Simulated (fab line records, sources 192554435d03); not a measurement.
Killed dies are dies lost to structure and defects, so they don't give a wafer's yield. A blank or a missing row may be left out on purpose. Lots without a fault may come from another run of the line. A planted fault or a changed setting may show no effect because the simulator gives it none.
fab line records | flow n5_finfet
record lots=9 wafers=27 last_day=19
route steps=1938 shown BEOL_M5@1152 PASSIVATION@1936
lots that met no fault: from a run of the same line without faults
start_h: hours from the record's first day to the start of the lot's first wafer shown | wait_h: hours since the lot's step before | " the same as in the row above | L1.1+2: a row that stands for several wafers | - no value, or no start given | * or withheld: withheld | < > ~ a bound
route shown NAME@n: a module of which the file shows steps, and the number in the route of the first | usual: mean/standard deviation of fault-free wafers | same: alike in all rows | chamber/n: place in a boat | sites: the reading at each site | _std_site: their standard deviation | _edge_site: outer sites' mean less inner sites' | radius_mm: how far each site lies from the wafer's centre | mask NAME#n: copy n | behind: the tool/chamber that last shaped the wafer | hold: why the lot was held/for how many hours/how that ended | device: the transistor (n, p or np) that didn't switch | end of line: the same wafers' tests at the end of the route | a step without rows: its recipe alone | killed: dies lost to structure and defects at the first sort, not the wafer's yield | map: a wafer's dies, x killed, . not, _ none there
set.NAME: the setting as run; set.NAME@STEP: as run at that earlier step | model.NAME: the simulator's own value behind a step, which no gauge read
steps of the route over a sample of lots; a table a step, a row a wafer
services: from which hour (start_h, from the record's first day; less than 0 if before it) a tool's chamber was out of use, for how many hours, and why
## steps
# step N5_BEOL_M5_ETCH_75
# recipe chemistry=N2/H2 target=underlayer target_depth_a=65 mask_material=CAR-EUV time_s=5.2 ion_energy_ev=200 pressure_mtorr=30 source_w=840 bias_w=150 n2_flow_sccm=200 h2_flow_sccm=200 ends=cleared
# usual bias_w=150.0/0.41 drypump_motor_current_A=5.8/0.5 etch_rf_on_time_s=5.21/0.13 oes_product_au=0.67/0.064 rf_fwd_power_W=819.1/2.6 rf_vpp_V=523.9/2.3 showerhead_plenum_p_Torr=2.55/0.077 throttle_valve_pct=17.83/0.26
# columns lot.wafer tool chamber start_h wait_h bias_w drypump_motor_current_A etch_rf_on_time_s oes_product_au rf_fwd_power_W rf_hours_counter_h rf_vpp_V showerhead_plenum_p_Torr throttle_valve_pct
L407.2 rie_diel-01 3 219.37 0.0 150.7 6.3 5.09 0.74 815.9 53 525.4 2.46 17.38
L407.3 " 1 " " 149.9 5.8 5.03 0.61 823.2 202 521.4 2.43 18.06
L407.6 " 2 " " 150.1 5.9 5.29 0.66 817.2 - 527.6 2.66 17.80
L409.1 rie_diel-06 2 228.12 0.0 149.6 6.0 5.34 0.62 819.7 170 527.8 2.64 17.85
L409.4 " 0 " " 150.3 6.6 5.28 0.76 818.6 46 523.9 2.60 17.37
L409.5 " 0 " " 150.6 6.6 5.37 0.74 816.9 - 525.6 2.60 17.39
L415.4 rie_diel-01 1 259.73 0.0 150.5 5.8 5.14 0.60 817.8 213 518.9 2.42 18.09
L415.5 " 1 " " 150.2 5.8 5.12 0.60 820.4 - 521.0 2.42 18.05
L415.6 " 0 " " 150.1 6.0 5.31 0.59 823.2 - 523.3 2.53 18.09
L416.2 rie_diel-03 2 263.17 0.0 150.2 5.1 5.21 0.66 818.6 113 524.6 2.57 17.89
L416.5 " 3 " " 150.7 4.7 5.14 0.64 819.7 - 521.3 2.44 18.05
L416.6 " 2 " " 150.4 5.1 5.17 0.66 817.9 - 524.7 2.57 17.90
L419.1 rie_diel-01 2 292.00 0.0 149.3 5.9 5.28 0.64 824.5 135 525.8 2.65 17.84
L419.5 " 1 " " 149.8 5.8 5.03 0.60 819.2 - 520.9 2.42 18.09
L419.6 " 2 " " 150.4 5.9 5.35 0.63 821.3 - 527.2 2.65 17.82
L421.1 rie_diel-01 2 298.93 0.0 149.6 5.9 5.31 0.63 821.7 139 526.4 2.65 17.83
L421.2 " 1 " " 149.9 5.8 5.09 0.60 816.4 228 518.4 2.42 18.10
L421.4 " 0 " " 149.9 6.0 5.33 0.58 822.8 210 523.5 2.52 18.12
L423.3 rie_diel-01 1 303.82 0.0 149.7 5.8 5.17 0.59 819.2 230 518.9 2.42 18.11
L423.4 " 0 " " 149.4 6.1 5.38 0.57 819.4 212 521.9 2.52 18.11
L423.6 " 3 " " 149.7 6.3 5.17 0.71 818.6 - 521.2 2.45 17.45
L422.1 rie_diel-01 0 305.91 0.0 149.3 6.0 5.27 0.58 819.0 212 522.6 2.52 18.09
L422.3 " 2 " " 150.5 5.9 5.31 0.64 820.4 141 526.3 2.65 17.86
L422.5 " 2 " " 150.6 5.9 5.29 0.64 821.7 - 527.7 2.65 17.84
L427.3 rie_diel-06 3 334.28 0.0 149.8 6.0 5.39 0.60 816.3 194 521.4 2.51 17.75
L427.4 " 2 " " 149.8 6.0 5.39 0.60 819.9 203 523.8 2.63 17.90
L427.5 " 2 " " 149.8 6.0 5.35 0.60 815.6 - 525.3 2.63 17.90
# step N5_BEOL_M5_STRIP_36
# recipe chemistry=N2/H2 power_w=450 temp_c=40 pressure_mtorr=20 rf_frequency_hz=6e+07 overash_fraction=0.3 bias_power_w=7 h2_frac=0.5 n2_flow_sccm=200 h2_flow_sccm=200
# usual bias_power_w=6.999/0.019 chamber_pressure_mTorr=20.00/0.033 drypump_motor_current_A=5.8/0.5 oes_product_au=0.78/0.073 rf_vpp_V=59.3/1.4 showerhead_plenum_p_Torr=2.54/0.077 throttle_valve_pct=23.6/0.3
# columns lot.wafer tool chamber start_h wait_h bias_power_w chamber_pressure_mTorr drypump_motor_current_A oes_product_au rf_hours_counter_h rf_vpp_V showerhead_plenum_p_Torr throttle_valve_pct
L407.2 rie_diel-01 3 219.56 0.0 6.991 20.01 6.2 0.85 53 60.3 2.46 23.1
L407.3 " 1 " " 6.988 19.95 5.8 0.70 203 59.0 2.42 23.9
L407.6 " 2 " " 7.015 19.98 5.9 0.77 - 57.8 2.65 23.4
L409.1 rie_diel-06 2 228.32 0.0 7.012 20.01 6.0 0.74 170 57.6 2.64 23.6
L409.4 " 0 " " 7.016 19.94 6.6 0.88 46 61.2 2.60 23.2
L409.5 " 0 " " 7.003 20.02 6.6 0.89 - 60.8 2.60 23.2
L415.4 rie_diel-01 1 259.92 0.0 7.011 19.91 5.8 0.68 214 58.8 2.42 23.9
L415.5 " 1 " " 7.002 20.03 5.8 0.69 - 61.5 2.42 23.9
L415.6 " 0 " " 6.990 19.96 6.1 0.69 - 59.6 2.52 23.8
L416.2 rie_diel-03 2 263.36 0.0 7.009 19.97 5.1 0.77 113 58.3 2.57 23.8
L416.5 " 3 " " 6.999 19.97 4.7 0.76 - 60.1 2.43 24.0
L416.6 " 2 " " 6.980 20.00 5.1 0.77 - 60.3 2.57 23.8
L419.1 rie_diel-01 2 292.20 0.0 6.996 19.99 5.9 0.75 135 62.1 2.64 23.5
L419.5 " 1 " " 6.990 20.02 5.8 0.69 - 58.9 2.41 23.9
L419.6 " 2 " " 6.993 19.97 5.9 0.75 - 57.5 2.64 23.5
L421.1 rie_diel-01 2 299.12 0.0 7.016 20.00 5.9 0.74 139 56.7 2.64 23.4
L421.2 " 1 " " 6.992 20.03 5.8 0.69 228 56.6 2.41 23.9
L421.4 " 0 " " 6.986 20.03 6.1 0.69 210 59.2 2.52 23.8
L423.3 rie_diel-01 1 304.01 0.0 6.970 20.02 5.8 0.67 230 57.8 2.41 23.9
L423.4 " 0 " " 6.995 20.02 6.1 0.69 212 58.4 2.52 23.8
L423.6 " 3 " " 7.018 20.02 6.3 0.82 - 61.4 2.45 23.1
L422.1 rie_diel-01 0 306.11 0.0 6.991 20.03 6.1 0.68 212 58.8 2.52 23.8
L422.3 " 2 " " 6.997 20.00 5.9 0.75 141 59.1 2.64 23.5
L422.5 " 2 " " 6.997 20.06 5.9 0.74 - 59.4 2.64 23.4
L427.3 rie_diel-06 3 334.47 0.0 7.009 20.03 6.0 0.73 194 60.5 2.51 23.5
L427.4 " 2 " " 6.981 20.02 6.0 0.71 204 59.3 2.62 23.6
L427.5 " 2 " " 6.980 19.98 6.0 0.71 - 59.7 2.62 23.6
# step N5_BEOL_M5_HM_STRIP_39
# recipe chemistry=peroxide_tin_strip material=TiN target_depth_a=250 temp_c=50 time_s=158
# usual bath_guard_temp_C=49.9/0.61 bath_heat_duty_pct=7.3/0.88 time_s=158/0
# columns lot.wafer tool chamber start_h wait_h bath_guard_temp_C bath_heat_duty_pct time_s
L407.2 wet_bench-01 5 219.79 0.0 50.7 7.5 158
L407.3 " 2 " " 49.2 7.8 158
L407.6 " 0 " " 50.7 6.4 158
L409.1 wet_bench-03 6 228.54 0.0 49.7 6.6 158
L409.4 " 4 " " 50.1 7.1 158
L409.5 " 7 " " 49.8 7.5 158
L415.4 wet_bench-01 5 260.15 0.0 - - -
L415.5 " 2 " " - - -
L415.6 " 1 " " - - -
L416.2 wet_bench-03 7 263.58 0.0 - - -
L416.5 " 2 " " - - -
L416.6 " 6 " " - - -
L419.1 wet_bench-01 7 292.42 0.0 49.5 8.4 158
L419.5 " 2 " " 49.4 7.9 158
L419.6 " 1 " " 50.5 6.3 158
L421.1 wet_bench-01 4 299.34 0.0 50.7 8.9 158
L421.2 " 3 " " 48.5 6.2 158
L421.4 " 2 " " 49.6 7.2 158
L423.3 wet_bench-03 5 304.24 0.0 48.9 8.6 158
L423.4 " 4 " " 50.3 7.7 158
L423.6 " 6 " " 49.8 6.9 158
L422.1 wet_bench-04 3 306.33 0.0 50.0 7.8 158
L422.3 " 2 " " 49.8 6.6 158
L422.5 " 4 " " 49.5 7.4 158
L427.3 wet_bench-03 4 334.70 0.0 50.5 7.8 158
L427.4 " 7 " " 50.1 7.3 158
L427.5 " 2 " " 49.7 7.0 158
# step N5_BEOL_M5_PRE_CLEAN_45
# recipe gas=H2/He time_s=30 temp_c=250
# usual heater_power_w=342/34
# same time_s=30
# columns lot.wafer tool chamber start_h wait_h heater_power_w
L407.2 pvd_sputter-02 - 220.99 0.0 395
L407.3 " - " " 342
L407.6 " - " " 306
L409.1 pvd_sputter-01 - 229.06 0.0 332
L409.4 " - " " 334
L409.5 " - " " 330
L415.4 pvd_sputter-02 - 260.91 0.0 311
L415.5 " - " " 399
L415.6 " - " " 346
L416.2 pvd_sputter-01 - 264.73 0.0 357
L416.5 " - " " 293
L416.6 " - " " 353
L419.1 pvd_sputter-03 - 293.34 0.0 320
L419.5 " - " " 367
L419.6 " - " " 314
L421.1 pvd_sputter-02 - 300.15 0.0 350
L421.2 " - " " 358
L421.4 " - " " 305
L423.3 pvd_sputter-02 - 305.14 0.0 367
L423.4 " - " " 356
L423.6 " - " " 344
L422.1 pvd_sputter-01 - 306.93 0.0 353
L422.3 " - " " 342
L422.5 " - " " 358
L427.3 pvd_sputter-03 - 335.22 0.0 365
L427.4 " - " " 326
L427.5 " - " " 373
# step N5_BEOL_M5_CMP_52
# recipe stop_on=SiCOH_lowk t_overpolish_s=6.9 down_force_psi=1 platen_rpm=50 clearing_platen_down_force_psi=1.5 clearing_platen_rpm=50 post_cmp_clean=cu_alkaline target_thk_nm=62 clearing_platen_pad_velocity_m_s=0.99484 pad_velocity_m_s=0.99484
# usual barrier_field_endpoint_s=24.9/0.61 motor_current_A=6.3/0.64 pad_life_wafers=922/620
# columns lot.wafer tool chamber start_h wait_h barrier_field_endpoint_s motor_current_A pad_life_wafers
L407.2 cmp-02 1 226.84 0.2 25.7 6.0 247
L407.3 " 3 " " 25.1 6.8 249
L407.6 " 0 " " 25.2 6.7 -
L409.4 cmp-03 0 236.02 0.1 25.6 7.1 1320
L409.1 " 1 " " 24.7 5.6 1321
L409.5 " 0 " " 25.6 6.9 -
L415.4 cmp-02 2 266.94 0.1 31.6 6.1 606
L415.6 " 2 " " 32.0 6.0 -
L415.5 " 3 " " 32.4 7.1 -
L416.2 cmp-02 1 270.37 0.3 33.9 6.6 639
L416.6 " 2 " " 33.2 6.0 -
L416.5 " 3 " " 32.3 7.3 -
L419.1 cmp-01 3 302.76 0.3 25.0 6.5 325
L419.6 " 2 " " 25.1 5.2 -
L419.5 " 3 " " 25.3 6.9 -
L421.4 cmp-03 3 308.71 0.1 25.1 5.8 1890
L421.2 " 1 " " 23.8 5.5 1892
L421.1 " 2 " " 24.2 6.2 1893
L423.4 cmp-02 1 312.02 0.8 26.0 6.2 955
L423.3 " 2 " " 25.7 6.5 956
L423.6 " 0 " " 25.7 6.8 -
L422.3 cmp-03 1 317.58 0.2 24.5 5.7 1946
L422.1 " 2 " " 24.2 6.6 1947
L422.5 " 3 " " 24.7 5.8 -
L427.4 cmp-01 2 340.82 0.1 25.1 5.0 684
L427.3 " 3 " " 25.7 6.9 685
L427.5 " 3 " " 25.5 6.7 -
# step N5_PASSIVATION_PROBE_49
# usual defect_limited_yield=91.6/1.4 killed_at_M0_to_M3=35/10 killed_at_M4_up=13/4.8 killed_at_contacts=12/7.2 killed_at_front_end=36/12 killed_at_other=4/3.1 killed_dies=100/17 killed_open=66/13 killed_short=32/7.3 sort_bin_5_function=5.0/0.94 sort_bin_6_memory=3.1/0.67 sort_bin_8_speed=0.01/0.047 sort_n_pass=1080/17 sort_yield_pct=91.6/1.4
# same gross_dies=1180 killed_at_back_side=0 sort_bin_4_leakage[%]=0
# columns lot.wafer tool chamber start_h wait_h defect_limited_yield[%] killed_at_M0_to_M3 killed_at_M4_up killed_at_contacts killed_at_front_end killed_at_other killed_dies killed_open killed_short sort_bin_5_function[%] sort_bin_6_memory[%] sort_bin_8_speed[%] sort_n_pass sort_yield_pct[%]
L415.4 prober-02 - 376.90 0.2 90.7 43 24 7 23 13 110 67 31 5.3 3.6 0 1070 90.7
L415.5 prober-02 - 376.95 0.2 90.8 36 33 9 24 7 109 62 32 5.3 4.0 0 1071 90.8
L415.6 prober-02 - 377.00 0.3 89.4 38 26 10 41 10 125 78 38 6.4 4.0 0 1055 89.4
L416.2 prober-02 - 377.10 0.4 90.8 46 23 7 26 6 108 63 37 5.2 3.8 0 1072 90.8
L416.5 prober-02 - 377.25 0.5 90.2 42 31 4 38 1 116 59 40 6.0 3.3 0 1064 90.2
L416.6 prober-02 - 377.30 0.6 91.7 42 20 4 28 4 98 61 26 4.9 3.3 0 1082 91.7
L419.1 prober-02 - 418.14 0.0 92.6 20 16 19 28 4 87 64 20 4.3 2.8 0.08 1093 92.6
L419.5 prober-02 - 418.34 0.2 91.3 33 8 12 45 5 103 64 36 5.2 3.2 0 1077 91.3
L419.6 prober-02 - 418.39 0.3 90.9 33 15 8 39 12 107 77 29 5.0 3.6 0 1073 90.9
# killed by level:class
L415.4 BEOL_M5:interface_void_opened=12 BEOL_M0_SAQP:geometric_particle:open=10 BEOL_M3:geometric_particle:open=9 FIN_SAQP:geometric_particle:open=8 BEOL_M2:geometric_particle:open=6 MIM_TOP_ETCH:geometric_particle:open=6 BEOL_M3:geometric_particle:short=5 MOL_CONTACT_COAG:geometric_particle:open=4
L415.5 BEOL_M5:interface_void_opened=15 BEOL_M2:geometric_particle:open=9 BEOL_M3:geometric_particle:open=8 MOL_CONTACT_COAG:geometric_particle:open=7 FIN_SAQP:geometric_particle:open=6 BEOL_M5:geometric_particle:open=6 GATE_CUT:geometric_particle:short=5 BEOL_M0_SAQP:geometric_particle:open=5
L415.6 FIN_SAQP:geometric_particle:open=13 BEOL_M5:interface_void_opened=9 MOL_CONTACT_COAG:geometric_particle:open=8 BEOL_M3:geometric_particle:open=8 BEOL_M0_SAQP:geometric_particle:short=7 BEOL_M0_SAQP:geometric_particle:open=7 FIN_SAQP:geometric_particle:short=6 STI_FIN_REVEAL:geometric_particle:open=6
L416.2 BEOL_M3:geometric_particle:open=14 BEOL_M0_SAQP:geometric_particle:short=13 BEOL_M0_SAQP:geometric_particle:open=10 BEOL_M4:geometric_particle:open=8 FIN_SAQP:geometric_particle:short=7 BEOL_M5:interface_void_opened=7 MOL_CONTACT_COAG:geometric_particle:open=6 FIN_SAQP:geometric_particle:open=5
L416.5 BEOL_M5:interface_void_opened=16 BEOL_M0_SAQP:geometric_particle:short=13 FIN_SAQP:geometric_particle:short=10 BEOL_M4:geometric_particle:open=9 BEOL_M0_SAQP:geometric_particle:open=7 BEOL_M2:geometric_particle:open=7 FIN_SAQP:geometric_particle:open=6 BEOL_M0:geometric_particle:open=5
L416.6 BEOL_M2:geometric_particle:open=19 BEOL_M5:interface_void_opened=11 ILD0:geometric_particle:short=6 BEOL_M0:geometric_particle:open=6 BEOL_M3:geometric_particle:open=6 DUMMY_GATE:geometric_particle:open=5 BEOL_M0_SAQP:geometric_particle:short=4 FIN_SAQP:geometric_particle:open=3
L419.1 MOL_CONTACT_COAG:geometric_particle:open=15 FIN_SAQP:geometric_particle:open=7 BEOL_M3:geometric_particle:open=7 BEOL_M4:geometric_particle:open=6 STI_FIN_REVEAL:geometric_particle:open=5 BEOL_M0_SAQP:geometric_particle:open=5 SPACER0:geometric_particle:open=4 MOL_CONTACT_COAG:geometric_particle:short=4
L419.5 MOL_CONTACT_COAG:geometric_particle:open=10 BEOL_M2:geometric_particle:open=9 DUMMY_GATE:geometric_particle:open=8 FIN_SAQP:geometric_particle:open=7 FIN_SAQP:geometric_particle:short=7 BEOL_M1:geometric_particle:open=6 BEOL_M3:geometric_particle:open=6 GATE_CUT:geometric_particle:short=5
L419.6 BEOL_M2:geometric_particle:open=10 STARTING-WAFER:geometric_particle:open=8 STI_FIN_REVEAL:geometric_particle:open=7 MOL_CONTACT_COAG:geometric_particle:open=7 BEOL_M4:geometric_particle:open=6 FIN_SAQP:geometric_particle:open=5 FIN_SAQP:geometric_particle:short=4 BEOL_M0_SAQP:geometric_particle:short=4
## services
# columns tool chamber start_h hours kind
cmp-02 - 198.05 - consumable_replace:conditioner
cmp-02 - 198.05 - consumable_replace:pad
cmp-03 - 200.62 13.4 pm
rie_diel-06 2 224.10 3.8 repair
cmp-03 - 237.49 1.0 repair
cmp-01 - 239.06 4.0 pm
cmp-03 - 240.40 3.9 pm
cmp-01 - 243.06 - consumable_replace:conditioner
cmp-01 - 243.06 - consumable_replace:pad
cmp-01 - 248.53 5.0 repair
cmp-03 - 250.66 1.3 repair
rie_diel-03 2 257.70 2.6 repair
cmp-01 - 263.05 14.3 pm
pvd_sputter-01 - 272.01 0.5 repair
cmp-03 - 275.55 2.8 repair
rie_diel-03 - 281.46 14.6 pm
wet_bench-03 - 290.27 4.4 pm
cmp-01 - 300.84 1.5 repair
cmp-03 - 311.47 1.6 repair
cmp-02 - 319.88 12.0 pm
cmp-03 - 326.61 2.4 repair
cmp-03 - 329.16 4.2 pm
cmp-03 - 335.83 2.4 repair
## key
first_sign step=N5_BEOL_M5_HM_STRIP_39 reading=tool_record direction=missing
effect step=N5_BEOL_M5_CMP_52 reading=barrier_field_endpoint_s direction=up sigmas=13 usual=24.9 struck=32.6
effect step=N5_PASSIVATION_PROBE_49 reading=killed_at_M4_up direction=up sigmas=2.8 usual=13 struck=26 wafers_moved=4
met_at N5_BEOL_M5_HM_STRIP_39
struck_lots L415,L416
not_acting_at N5_BEOL_M5_ETCH_75,N5_BEOL_M5_STRIP_36,N5_BEOL_M5_PRE_CLEAN_45
onset_between 228.54 260.15
fault kind=skipped_step_whole tool=wet_bench-01,wet_bench-03 chamber=- onset_h=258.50 steps=N5_BEOL_M5_HM_STRIP_39 scope=struck_lots_only
